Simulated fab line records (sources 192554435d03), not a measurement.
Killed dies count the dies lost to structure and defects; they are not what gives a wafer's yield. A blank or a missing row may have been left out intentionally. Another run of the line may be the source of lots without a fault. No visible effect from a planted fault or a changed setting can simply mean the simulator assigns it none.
fab line records | flow n5_finfet | part 1 of 2: steps 1 to 8 of 9
record: lots: 7 | wafers: 19 | last_day: 18
route steps=1938 shown BEOL_M4@1111 BEOL_M8@1332 BEOL_M15@1830 PASSIVATION@1936
lots that met no fault: taken from a fault-free run of the same line
start_h: the number of hours between the record's first day and the start of the first shown wafer of the lot | wait_h: hours since the lot's step before | " same as the row above | L1.1+2: a row that stands for several wafers | - either no value or no given start | * or withheld: withheld | < > ~ a bound
route shown NAME@n: names a module that has steps shown in the file, with the first one's number in the route | usual: mean/standard deviation of fault-free wafers | same: alike in all rows | chamber/n: place in a boat | sites: the reading at each site | _std_site: how widely they spread, as a standard deviation | _edge_site: inner sites' mean taken away from outer sites' mean | radius_mm: how far each site lies from the wafer's centre | mask NAME#n: copy n | behind: the most recent tool/chamber to have shaped the wafer | hold: cause of the lot's hold/its duration in hours/its outcome | device: names the non-switching transistor (n, p or np) | end of line: the route-end tests of the same wafers | where a step has no rows: the recipe by itself | killed: dies lost to structure and defects at the first sort, not the wafer's yield | map: shows each die of a wafer: x if killed, . if not, _ if none is there
set.NAME: the setting the step ran with; set.NAME@STEP: the setting that earlier step ran with | model.NAME: the simulator's own value behind a step, which no gauge read
one table for each step of the route and one row for each wafer, over a sample of lots
services: from which hour (start_h, from the record's first day; less than 0 if before it) a tool's chamber was out of use, for how many hours, and why
== steps ==
step: N5_BEOL_M4_RC_MEAS_101
usual: DIBL_N: 36.1/2 | DIBL_P: 36.3/2.5 | IOFF_N: 0.16/0.037 | IOFF_P: 0.21/0.039 | ION_N: 678/15 | ION_P: 465/8.7 | SS_N: 71.4/0.7 | SS_P: 73.3/0.74 | VT_N: 249/3.6 | VT_P: -250.0/2.9
lot.wafer | tool      | chamber | start_h | wait_h | DIBL_N[mV/V] | DIBL_P[mV/V] | IOFF_N[nA/um] | IOFF_P[nA/um] | ION_N[uA/um] | ION_P[uA/um] | SS_N[mV/dec] | SS_P[mV/dec] | VT_N[mV] | VT_P[mV]
L262.2    | prober-01 | 0       | 191.52  | 0.2    | 35.7         | 35.4         | 0.14          | 0.17          | 675          | 457          | 70.6         | 73.0         | 254      | -255.2
L262.3    | "         | 0       | "       | "      | 37.6         | 37.8         | 0.18          | 0.22          | 674          | 460          | 72.1         | 74.7         | 249      | -249.7
L264.1    | prober-01 | 0       | 195.83  | 0.0    | 37.2         | 35.6         | 0.17          | 0.23          | 688          | 472          | 71.7         | 74.1         | 249      | -251.1
L264.4    | "         | 0       | "       | "      | 39.2         | 36.4         | 0.20          | 0.25          | 681          | 459          | 72.3         | 73.8         | 247      | -249.6
L264.5    | "         | 0       | "       | "      | 38.7         | 36.8         | 0.18          | 0.26          | 688          | 473          | 72.6         | 73.2         | 249      | -251.2
L268.3    | prober-02 | 0       | 233.23  | 0.3    | 38.9         | 40.1         | 0.20          | 0.21          | 675          | 456          | 72.3         | 73.5         | 250      | -253.0
L268.4    | "         | 0       | "       | "      | 35.9         | 37.6         | 0.15          | 0.18          | 673          | 453          | 71.5         | 72.7         | 252      | -254.6
L268.6    | "         | 0       | "       | "      | 36.7         | 38.4         | 0.16          | 0.19          | 670          | 452          | 72.0         | 72.8         | 252      | -253.3
L279.1    | prober-02 | 0       | 308.27  | 0.0    | 34.5         | 35.3         | 0.15          | 0.20          | 690          | 476          | 71.0         | 72.5         | 249      | -250.5
L279.5    | "         | 0       | "       | "      | 38.5         | 40.9         | 0.22          | 0.27          | 704          | 481          | 71.8         | 73.7         | 245      | -248.8
L279.6    | "         | 0       | "       | "      | 34.3         | 35.2         | 0.13          | 0.19          | 660          | 453          | 70.8         | 72.5         | 252      | -249.1
L283.2    | prober-02 | 0       | 313.26  | 0.2    | 34.2         | 34.1         | 0.13          | 0.18          | 676          | 466          | 70.1         | 73.3         | 251      | -251.3
L283.4    | "         | 0       | "       | "      | 36.9         | 37.5         | 0.16          | 0.23          | 672          | 468          | 71.6         | 74.1         | 251      | -249.1
L280.2    | prober-02 | 0       | 318.78  | 0.2    | 37.0         | 35.8         | 0.17          | 0.23          | 676          | 458          | 71.6         | 73.8         | 248      | -251.4
L280.3    | "         | 0       | "       | "      | 35.6         | 35.0         | 0.15          | 0.20          | 675          | 466          | 71.8         | 73.3         | 250      | -247.7
L280.5    | "         | 0       | "       | "      | 33.9         | 33.2         | 0.13          | 0.20          | 679          | 471          | 70.7         | 73.0         | 252      | -248.3
L282.4    | prober-01 | 0       | 325.44  | 0.5    | 39.8         | 41.0         | 0.25          | 0.31          | 702          | 476          | 72.3         | 74.4         | 242      | -245.9
L282.5    | "         | 0       | "       | "      | 36.3         | 37.9         | 0.17          | 0.25          | 687          | 474          | 71.1         | 74.2         | 246      | -244.9
L282.6    | "         | 0       | "       | "      | 37.8         | 38.1         | 0.21          | 0.24          | 689          | 460          | 72.4         | 74.1         | 244      | -248.1
step: N5_BEOL_M8_ILD_DEP_00
recipe: material: SiCOH_lowk | target_thk_a: 1797.5 | temp_c: 300 | precursor: DEMS/porogen | pressure_torr: 5 | rf_w: 500 | time_s: 33.4
usual: heater_power_w: 312/48 | showerhead_plenum_p_Torr: 5.744/0.018 | showerhead_vpp_V: 1348/49 | throttle_valve_pct: 13.7/0.53
same: time_s: 33.4
lot.wafer | tool     | chamber | start_h | wait_h | heater_power_w | showerhead_plenum_p_Torr | showerhead_vpp_V | throttle_valve_pct
L262.2    | pecvd-03 | 1       | 226.86  | 0.0    | 330            | 5.707                    | 1393             | 14.7
L262.3    | "        | 0       | "       | "      | 287            | 5.735                    | 1322             | 13.9
L268.3    | pecvd-03 | 0       | 261.84  | 0.0    | 290            | 5.721                    | 1344             | 13.7
L268.4    | "        | 0       | "       | "      | 282            | 5.745                    | 1338             | 14.0
L268.6    | "        | 1       | "       | "      | 317            | 5.702                    | 1368             | 14.6
L264.1    | pecvd-01 | 0       | 265.52  | 0.0    | 300            | 5.770                    | 1232             | 13.2
L264.4    | "        | 1       | "       | "      | 348            | 5.774                    | 1399             | 13.0
L264.5    | "        | 2       | "       | "      | 315            | 5.739                    | 1274             | 13.8
L279.1    | pecvd-03 | 0       | 344.03  | 0.0    | 292            | 5.727                    | 1314             | 13.8
L279.5    | "        | 1       | "       | "      | 334            | 5.725                    | 1394             | 14.1
L279.6    | "        | 0       | "       | "      | 293            | 5.742                    | 1342             | 14.1
L280.2    | pecvd-03 | 1       | 345.26  | 0.0    | 300            | 5.720                    | 1385             | 14.2
L280.3    | "        | 0       | "       | "      | 274            | 5.729                    | 1317             | 14.0
L280.5    | "        | 2       | "       | "      | 214            | 5.739                    | 1325             | 13.5
L283.2    | pecvd-04 | 0       | 347.90  | 0.0    | 373            | 5.734                    | 1410             | 13.7
L283.4    | "        | 0       | "       | "      | 375            | 5.748                    | 1402             | 13.7
L282.4    | pecvd-03 | 0       | 353.63  | 0.1    | 235            | 5.747                    | 1340             | 14.1
L282.5    | "        | 1       | "       | "      | 335            | 5.711                    | 1389             | 14.5
L282.6    | "        | 2       | "       | "      | 256            | 5.742                    | 1310             | 13.4
step: N5_BEOL_M8_EXPOSE_08
recipe: mask_id: M8 | na: 1.35 | source_shape: dipole | sigma_inner: 0.817 | sigma_outer: 0.97 | polarization: te | dose_mj: 68.25
usual: exposure_dose_mJ_cm2: 68.22/0.063
same: na: 1.35 | sigma_inner: 0.817
lot.wafer | tool            | chamber | start_h | wait_h | mask | exposure_dose_mJ_cm2
L262.2    | arfi_scanner-03 | 0       | 229.13  | -      | M8#0 | 68.23
L262.3    | "               | 0       | "       | "      | M8#0 | 68.20
L268.3    | arfi_scanner-03 | 0       | 263.39  | -      | M8#0 | 68.24
L268.4    | "               | 0       | "       | "      | M8#0 | 68.21
L268.6    | "               | 0       | "       | "      | M8#0 | 68.39
L264.1    | arfi_scanner-03 | 0       | 268.61  | -      | M8#0 | 68.19
L264.4    | "               | 0       | "       | "      | M8#0 | 68.32
L264.5    | "               | 0       | "       | "      | M8#0 | 68.28
L279.1    | arfi_scanner-03 | 0       | 345.07  | -      | M8#0 | 76.67
L279.5    | "               | 0       | "       | "      | M8#0 | 76.44
L279.6    | "               | 0       | "       | "      | M8#0 | 76.54
L280.2    | arfi_scanner-03 | 0       | 347.04  | -      | M8#0 | 74.77
L280.3    | "               | 0       | "       | "      | M8#0 | 74.79
L280.5    | "               | 0       | "       | "      | M8#0 | 74.78
L283.2    | arfi_scanner-02 | 0       | 350.38  | -      | M8#0 | 68.18
L283.4    | "               | 0       | "       | "      | M8#0 | 68.15
L282.4    | arfi_scanner-01 | 0       | 355.31  | -      | M8#0 | 68.25
L282.5    | "               | 0       | "       | "      | M8#0 | 68.17
L282.6    | "               | 0       | "       | "      | M8#0 | 68.06
step: N5_BEOL_M8_CD_MEAS_11
recipe: target_cd_nm: 38.5 | landing_energy_ev: 500 | detector: se_inlens | polarity: opening
usual: cd_nm: 38.5/0.67
same: landing_energy_ev: 500
lot.wafer | tool      | chamber | start_h | wait_h | cd_nm
L262.2    | cd_sem-03 | 0       | 229.26  | -      | 38.1
L262.3    | "         | 0       | "       | "      | 39.1
L268.3    | cd_sem-03 | 0       | 263.51  | -      | 38.8
L268.4    | "         | 0       | "       | "      | 37.3
L268.6    | "         | 0       | "       | "      | 37.3
L264.1    | cd_sem-02 | 0       | 268.74  | -      | 38.3
L264.4    | "         | 0       | "       | "      | 39.2
L264.5    | "         | 0       | "       | "      | 39.5
L279.1    | cd_sem-02 | 0       | 345.20  | -      | 43.4
L279.5    | "         | 0       | "       | "      | 43.9
L279.6    | "         | 0       | "       | "      | 43.5
L280.2    | cd_sem-02 | 0       | 347.17  | -      | 43.8
L280.3    | "         | 0       | "       | "      | 43.0
L280.5    | "         | 0       | "       | "      | 43.4
L283.2    | cd_sem-03 | 0       | 350.50  | -      | 38.6
L283.4    | "         | 0       | "       | "      | 38.3
L282.4    | cd_sem-01 | 0       | 355.42  | -      | 37.3
L282.5    | "         | 0       | "       | "      | 37.2
L282.6    | "         | 0       | "       | "      | 37.5
step: N5_BEOL_M8_INSPECT_13
recipe: mode: adi | inspect_instrument: brightfield
usual: raw_defect_count: 410/88
lot.wafer | tool              | chamber | start_h | wait_h | raw_defect_count
L262.2    | defect_inspect-01 | -       | 229.31  | 0.0    | 387
L262.3    | "                 | -       | "       | "      | 364
L268.3    | defect_inspect-01 | -       | 263.57  | 0.0    | 570
L268.4    | "                 | -       | "       | "      | 472
L268.6    | "                 | -       | "       | "      | 448
L264.1    | defect_inspect-02 | -       | 268.79  | 0.0    | 347
L264.4    | "                 | -       | "       | "      | 337
L264.5    | "                 | -       | "       | "      | 396
L279.1    | defect_inspect-01 | -       | 345.26  | 0.0    | 432
L279.5    | "                 | -       | "       | "      | 464
L279.6    | "                 | -       | "       | "      | 382
L280.2    | defect_inspect-02 | -       | 347.22  | 0.0    | 415
L280.3    | "                 | -       | "       | "      | 380
L280.5    | "                 | -       | "       | "      | 368
L283.2    | defect_inspect-01 | -       | 350.56  | 0.0    | 502
L283.4    | "                 | -       | "       | "      | 648
L282.4    | defect_inspect-01 | -       | 355.48  | 0.0    | 443
L282.5    | "                 | -       | "       | "      | 500
L282.6    | "                 | -       | "       | "      | 517
step: N5_BEOL_M8_DESCUM_16
recipe: chemistry: O2 | time_s: 7.9 | source_power_w: 50 | bias_power_w: 20 | pressure_mtorr: 20 | rf_frequency_hz: 2.712e+07 | temp_c: 40 | resist: CAR-ArF | o2_flow_sccm: 225
usual: drypump_motor_current_A: 5.7/0.43 | o2_flow_sccm: 225.0/0.7 | oes_product_au: 0.85/0.089 | rf_vpp_V: 243.5/1.3 | showerhead_plenum_p_Torr: 2.12/0.061 | throttle_valve_pct: 20.35/0.19
same: time_s: 7.9
lot.wafer | tool        | chamber | start_h | wait_h | drypump_motor_current_A | o2_flow_sccm | oes_product_au | rf_hours_counter_h | rf_vpp_V | showerhead_plenum_p_Torr | throttle_valve_pct
L262.2    | rie_diel-04 | 2       | 229.34  | 0.0    | 5.9                     | 226.2        | 0.81           | 124                | 244.7    | 2.20                     | 20.57
L262.3    | "           | 0       | "       | "      | 5.3                     | 225.2        | 0.93           | 6                  | 243.1    | 2.15                     | 20.38
L268.3    | rie_diel-04 | 1       | 263.60  | 0.0    | 5.4                     | 225.2        | 0.97           | 6                  | 243.3    | 2.15                     | 20.25
L268.4    | "           | 1       | "       | "      | 5.4                     | 224.6        | 0.97           | -                  | 244.1    | 2.15                     | 20.24
L268.6    | "           | 0       | "       | "      | 5.3                     | 224.4        | 0.87           | -                  | 242.3    | 2.15                     | 20.40
L264.1    | rie_diel-04 | 2       | 268.94  | 0.1    | 5.8                     | 224.7        | 0.78           | 143                | 243.7    | 2.20                     | 20.61
L264.4    | "           | 0       | "       | "      | 5.3                     | 224.5        | 0.86           | -                  | 245.3    | 2.15                     | 20.41
L264.5    | "           | 1       | "       | "      | 5.4                     | 225.7        | 0.97           | -                  | 243.6    | 2.14                     | 20.26
L279.1    | rie_diel-06 | 0       | 345.29  | 0.0    | 5.3                     | 225.4        | 0.97           | 9                  | 245.2    | 2.23                     | 20.23
L279.5    | "           | 0       | "       | "      | 5.3                     | 225.0        | 0.98           | -                  | 245.0    | 2.23                     | 20.23
L279.6    | "           | 1       | "       | "      | 6.5                     | 224.6        | 0.87           | -                  | 243.9    | 2.12                     | 20.11
L280.2    | rie_diel-05 | 1       | 347.32  | 0.1    | 6.1                     | 224.4        | 0.80           | 98                 | 242.2    | 2.12                     | 20.28
L280.3    | "           | 2       | "       | "      | 5.7                     | 225.6        | 0.72           | 188                | 246.4    | 2.17                     | 20.54
L280.5    | "           | 1       | "       | "      | 6.1                     | 223.7        | 0.80           | -                  | 242.9    | 2.12                     | 20.28
L283.2    | rie_diel-05 | 2       | 350.59  | 0.0    | 5.7                     | 224.5        | 0.72           | 188                | 243.9    | 2.17                     | 20.52
L283.4    | "           | 1       | "       | "      | 6.1                     | 225.1        | 0.82           | 99                 | 243.5    | 2.12                     | 20.27
L282.4    | rie_diel-06 | 3       | 355.65  | 0.2    | 5.7                     | 225.3        | 0.81           | 80                 | 243.0    | 2.10                     | 20.09
L282.5    | "           | 0       | "       | "      | 5.3                     | 226.3        | 0.97           | -                  | 244.8    | 2.23                     | 20.22
L282.6    | "           | 1       | "       | "      | 6.5                     | 226.3        | 0.86           | -                  | 243.3    | 2.12                     | 20.10
step: N5_BEOL_M8_CD_MEAS_18
recipe: pitch_nm: 80 | target_cd_nm: 40
usual: cd_nm: 40.2/0.75
lot.wafer | tool      | chamber | start_h | wait_h | cd_nm
L262.2    | cd_sem-01 | -       | 229.80  | 0.1    | 39.1
L262.3    | "         | -       | "       | "      | 40.6
L268.3    | cd_sem-02 | -       | 264.06  | 0.1    | 40.3
L268.4    | "         | -       | "       | "      | 39.2
L268.6    | "         | -       | "       | "      | 39.7
L264.1    | cd_sem-01 | -       | 269.40  | 0.0    | 39.7
L264.4    | "         | -       | "       | "      | 40.6
L264.5    | "         | -       | "       | "      | 41.2
L279.1    | cd_sem-01 | -       | 345.75  | 0.0    | 45.1
L279.5    | "         | -       | "       | "      | 44.5
L279.6    | "         | -       | "       | "      | 45.6
L280.2    | cd_sem-01 | -       | 347.90  | 0.1    | 45.8
L280.3    | "         | -       | "       | "      | 44.3
L280.5    | "         | -       | "       | "      | 46.0
L283.2    | cd_sem-03 | -       | 351.05  | 0.1    | 39.3
L283.4    | "         | -       | "       | "      | 40.9
L282.4    | cd_sem-02 | -       | 356.29  | 0.1    | 38.6
L282.5    | "         | -       | "       | "      | 37.9
L282.6    | "         | -       | "       | "      | 39.1
step: N5_BEOL_M15_RC_MEAS_101
usual: COMB_M10: 1.5e-11/3e-12 | COMB_M11: 1.5e-11/2.9e-12 | COMB_M11_max_site: 2.2e-11/4.8e-12 | COMB_M12: 6.4e-12/1.4e-12 | COMB_M13: 4.9e-12/1e-12 | COMB_M13_max_site: 6.9e-12/1.6e-12 | COMB_M14: 3.8e-12/9.5e-13 | COMB_M15: 2.7e-12/7.1e-13 | COMB_M15_max_site: 3.8e-12/9.4e-13 | COMB_M5: 3.7e-11/6.9e-12 | COMB_M6: 2.6e-11/5.1e-12 | COMB_M6_max_site: 3.7e-11/7.5e-12 | COMB_M7: 2.5e-11/4.9e-12 | COMB_M9: 1.5e-11/3.1e-12 | SERP_M10: 3.01/0.094 | SERP_M11: 3.08/0.13 | SERP_M12: 0.625/0.023 | SERP_M13: 0.311/0.0091 | SERP_M14: 0.160/0.0054 | SERP_M5: 39.5/2.5 | SERP_M6: 13.4/0.63 | SERP_M7: 13.6/0.69 | SERP_M8: 13.5/0.64 | SERP_M8_max_site: 14.1/0.67
lot.wafer | tool      | chamber | start_h | wait_h | COMB_M10[S/m] | COMB_M11[S/m] | COMB_M11_max_site[S/m] | COMB_M12[S/m] | COMB_M13[S/m] | COMB_M13_max_site[S/m] | COMB_M14[S/m] | COMB_M15[S/m] | COMB_M15_max_site[S/m] | COMB_M5[S/m] | COMB_M6[S/m] | COMB_M6_max_site[S/m] | COMB_M7[S/m] | COMB_M9[S/m] | SERP_M10[ohm/um] | SERP_M11[ohm/um] | SERP_M12[ohm/um] | SERP_M13[ohm/um] | SERP_M14[ohm/um] | SERP_M5[ohm/um] | SERP_M6[ohm/um] | SERP_M7[ohm/um] | SERP_M8[ohm/um] | SERP_M8_max_site[ohm/um]
L262.2    | prober-01 | 0       | 292.56  | 0.2    | 1.6e-11       | 1.88e-11      | 2.6e-11                | 6.3e-12       | 3.4e-12       | 4.6e-12                | 3.2e-12       | 3.1e-12       | 4.4e-12                | 3.7e-11      | 3e-11        | 3.5e-11               | 2.8e-11      | 1.6e-11      | 2.90             | 3.10             | 0.630            | 0.310            | 0.171            | 36.1            | 13.5            | 14.5            | 15.0            | 15.5
L262.3    | "         | 0       | "       | "      | 1.7e-11       | 1.36e-11      | 1.8e-11                | 6.8e-12       | 3.4e-12       | 6.2e-12                | 3.5e-12       | 2.3e-12       | 3.6e-12                | 3.2e-11      | 3.2e-11      | 4e-11                 | 2.1e-11      | 1.4e-11      | 2.97             | 3.07             | 0.657            | 0.300            | 0.158            | 37.6            | 13.8            | 14.1            | 13.5            | 14.0
L268.3    | prober-02 | 0       | 320.17  | 0.4    | 1.4e-11       | 1.37e-11      | 2.6e-11                | 6.8e-12       | 5.3e-12       | 8.3e-12                | 4.7e-12       | 2.7e-12       | 4.5e-12                | 4.9e-11      | 1.8e-11      | 2.2e-11               | 2e-11        | 1.5e-11      | 3.07             | 3.10             | 0.619            | 0.322            | 0.163            | 37.0            | 13.6            | 13.5            | 13.7            | 14.0
L268.4    | "         | 0       | "       | "      | 1.2e-11       | 1.37e-11      | 1.9e-11                | 8.6e-12       | 5.9e-12       | 9.3e-12                | 3.7e-12       | 3.8e-12       | 5.3e-12                | 3.8e-11      | 2.6e-11      | 3.2e-11               | 2.3e-11      | 1.7e-11      | 3.14             | 3.16             | 0.643            | 0.312            | 0.160            | 39.5            | 13.7            | 11.7            | 14.1            | 14.5
L268.6    | "         | 0       | "       | "      | 1.4e-11       | 1.59e-11      | 2.2e-11                | 5.9e-12       | 6.8e-12       | 1.01e-11               | 4.9e-12       | 3.6e-12       | 4.2e-12                | 4.5e-11      | 2.8e-11      | 3.8e-11               | 2.6e-11      | 1.4e-11      | 2.97             | 3.05             | 0.604            | 0.324            | 0.159            | 39.5            | 14.3            | 13.6            | 14.2            | 14.8
L264.1    | prober-02 | 0       | 324.12  | 0.0    | 1.4e-11       | 1.17e-11      | 1.4e-11                | 7.1e-12       | 7.2e-12       | 1.03e-11               | 4.1e-12       | 3.6e-12       | 4.7e-12                | 4.1e-11      | 1.8e-11      | 2.4e-11               | 2.5e-11      | 1.4e-11      | 3.08             | 3.14             | 0.647            | 0.310            | 0.159            | 43.2            | 14.3            | 14.7            | 13.5            | 13.9
L264.4    | "         | 0       | "       | "      | 1.4e-11       | 1.21e-11      | 1.7e-11                | 8.7e-12       | 5.2e-12       | 5.8e-12                | 4.7e-12       | 3.3e-12       | 5.3e-12                | 3.7e-11      | 3.4e-11      | 3.6e-11               | 2.7e-11      | 1.1e-11      | 3.21             | 3.15             | 0.678            | 0.291            | 0.153            | 37.7            | 14.7            | 14.0            | 14.4            | 14.7
L264.5    | "         | 0       | "       | "      | 1.2e-11       | 1.25e-11      | 1.7e-11                | 6.3e-12       | 6.5e-12       | 1.35e-11               | 4.9e-12       | 3.3e-12       | 4.3e-12                | 4.4e-11      | 2.1e-11      | 2.9e-11               | 2.1e-11      | 1.1e-11      | 3.15             | 3.15             | 0.641            | 0.308            | 0.159            | 39.1            | 13.2            | 14.5            | 12.6            | 13.4
L280.2    | prober-01 | 0       | 409.88  | 0.2    | 1.8e-11       | 1.39e-11      | 1.9e-11                | 6.6e-12       | 4.1e-12       | 6.3e-12                | 4e-12         | 1e-12         | 1.7e-12                | 4.3e-11      | 3.7e-11      | 4.5e-11               | 3.1e-11      | 1.9e-11      | 2.88             | 3.00             | 0.590            | 0.305            | 0.158            | 38.2            | 13.0            | 12.9            | 10.4            | 11.0
L280.3    | "         | 0       | "       | "      | 1.2e-11       | 1.56e-11      | 2.8e-11                | 6.9e-12       | 4.6e-12       | 5.8e-12                | 2.6e-12       | 2.5e-12       | 3.7e-12                | 4.1e-11      | 2.3e-11      | 3e-11                 | 3.2e-11      | 1.3e-11      | 2.86             | 3.14             | 0.613            | 0.310            | 0.165            | 40.7            | 13.8            | 12.3            | 11.7            | 11.9
L280.5    | "         | 0       | "       | "      | 1.6e-11       | 1.86e-11      | 2.5e-11                | 4.6e-12       | 3.8e-12       | 4.3e-12                | 4.5e-12       | 1.8e-12       | 2.5e-12                | 3.3e-11      | 1.8e-11      | 3.4e-11               | 2.7e-11      | 2.2e-11      | 3.13             | 3.04             | 0.615            | 0.300            | 0.154            | 39.1            | 13.0            | 13.4            | 10.3            | 10.4
L279.1    | prober-02 | 0       | 409.95  | 0.0    | 1.4e-11       | 1.27e-11      | 2.1e-11                | 5.1e-12       | 5.7e-12       | 6.5e-12                | 4.9e-12       | 2.5e-12       | 3.9e-12                | 4e-11        | 2.2e-11      | 4.3e-11               | 3.1e-11      | 1.3e-11      | 2.92             | 3.06             | 0.605            | 0.314            | 0.169            | 40.9            | 14.6            | 14.6            | 11.0            | 11.4
L279.5    | "         | 0       | "       | "      | 8e-12         | 1.09e-11      | 1.6e-11                | 5.6e-12       | 4.4e-12       | 6.6e-12                | 4.2e-12       | 2.8e-12       | 4.1e-12                | 3.2e-11      | 2.5e-11      | 4.8e-11               | 2.9e-11      | 1.4e-11      | 2.91             | 2.92             | 0.625            | 0.316            | 0.157            | 39.0            | 13.2            | 12.8            | 11.2            | 12.0
L279.6    | "         | 0       | "       | "      | 1.2e-11       | 1.49e-11      | 1.9e-11                | 6.3e-12       | 5.8e-12       | 6.2e-12                | 4.4e-12       | 3e-12         | 3.3e-12                | 4.4e-11      | 3.3e-11      | 4.6e-11               | 2.7e-11      | 1.3e-11      | 3.00             | 3.00             | 0.639            | 0.314            | 0.167            | 32.8            | 14.3            | 14.0            | 11.0            | 11.3
L282.4    | prober-02 | 0       | 415.10  | 0.5    | 1.3e-11       | 2.15e-11      | 3e-11                  | 5.6e-12       | 6e-12         | 7.7e-12                | 3.7e-12       | 3.4e-12       | 5e-12                  | 4e-11        | 2.6e-11      | 3e-11                 | 2.6e-11      | 1.2e-11      | 3.14             | 2.97             | 0.592            | 0.313            | 0.170            | 37.3            | 13.0            | 12.8            | 14.2            | 14.6
L282.5    | "         | 0       | "       | "      | 1.9e-11       | 1.37e-11      | 1.7e-11                | 5.8e-12       | 5.2e-12       | 6.3e-12                | 5.2e-12       | 4e-12         | 5.3e-12                | 2.4e-11      | 2.6e-11      | 3e-11                 | 2.5e-11      | 1.6e-11      | 3.01             | 3.07             | 0.594            | 0.311            | 0.158            | 41.2            | 13.4            | 13.0            | 14.1            | 14.3
L282.6    | "         | 0       | "       | "      | 1.9e-11       | 1.62e-11      | 1.9e-11                | 4.9e-12       | 4.8e-12       | 5.9e-12                | 3.6e-12       | 3.6e-12       | 5.3e-12                | 3.1e-11      | 3.5e-11      | 4.6e-11               | 2.4e-11      | 1.9e-11      | 3.05             | 3.20             | 0.628            | 0.312            | 0.170            | 38.8            | 13.1            | 13.5            | 14.0            | 14.9
L283.2    | prober-02 | 0       | 422.49  | 0.2    | 1.4e-11       | 1.53e-11      | 2.3e-11                | 6.1e-12       | 5.4e-12       | 9.7e-12                | 4.8e-12       | 2.9e-12       | 4e-12                  | 3.6e-11      | 2.9e-11      | 4.2e-11               | 3e-11        | 1.3e-11      | 2.93             | 3.05             | 0.609            | 0.290            | 0.166            | 41.6            | 13.6            | 14.4            | 13.4            | 14.0
L283.4    | "         | 0       | "       | "      | 1.3e-11       | 1.64e-11      | 2.2e-11                | 6.6e-12       | 5.4e-12       | 7.2e-12                | 3.3e-12       | 3.2e-12       | 4.6e-12                | 4.2e-11      | 2.5e-11      | 3.3e-11               | 3.8e-11      | 1.3e-11      | 3.13             | 2.77             | 0.620            | 0.304            | 0.163            | 42.2            | 13.4            | 15.0            | 12.7            | 13.2
sites SERP_M8 radius_mm=0,75,75,75,75,140,140,140,140
L262.2 15.2 15.0 15.0 15.5 15.1 15.0 14.7 14.7 14.5
L268.3 13.5 13.5 13.7 13.9 13.4 13.8 14.0 13.5 13.8
L264.1 13.9 13.5 13.5 13.3 13.9 13.5 13.8 13.2 13.6
L280.2 10.2 10.0 10.1 9.9 10.4 10.7 10.6 10.4 11.0
L279.1 10.7 11.4 11.1 11.0 11.0 11.2 11.0 10.7 11.4
L282.4 13.2 14.2 13.5 14.2 14.0 14.2 13.9 14.6 14.6
L283.2 13.3 14.0 13.6 13.4 13.5 13.9 13.1 13.4 13.4
== key ==
first_sign: step: N5_BEOL_M8_EXPOSE_08 | reading: exposure_dose_mJ_cm2 | direction: up | sigmas: 99+ | usual: 68.22 | struck: 75.67
effect: step: N5_BEOL_M8_CD_MEAS_11 | reading: cd_nm | direction: up | sigmas: 7.4 | usual: 38.5 | struck: 43.5 | through: control_loop
effect: step: N5_BEOL_M8_CD_MEAS_18 | reading: cd_nm | direction: up | sigmas: 6.7 | usual: 40.2 | struck: 45.2 | through: control_loop
effect: step: N5_BEOL_M15_RC_MEAS_101 | reading: SERP_M8 | direction: down | sigmas: 4 | usual: 13.5 | struck: 10.9
effect: step: N5_PASSIVATION_PROBE_49 | reading: killed_at_M4_up | direction: up | sigmas: 21 | usual: 16 | struck: 143
more_kills_born_at: N5_BEOL_M8_EXPOSE_08@arfi_scanner-03: 797
met_at N5_BEOL_M8_EXPOSE_08
struck_lots L279,L280
loop_trim: step: N5_BEOL_M8_EXPOSE_08 | setting: dose | lots: L280
not_acting_at N5_BEOL_M8_ILD_DEP_00,N5_BEOL_M8_INSPECT_13,N5_BEOL_M8_DESCUM_16
onset_between 268.61 345.07
fault: kind: process_parameter_drift | tool: arfi_scanner-03 | chamber: - | onset_h: 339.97 | steps: N5_BEOL_M8_EXPOSE_08 | channel: dose_mj | offset: 8.2806 | shape: step | acts_in: these_recipes_only | stated: 68.25
loop_trim: a control loop set the setting to another value than it would have without faults
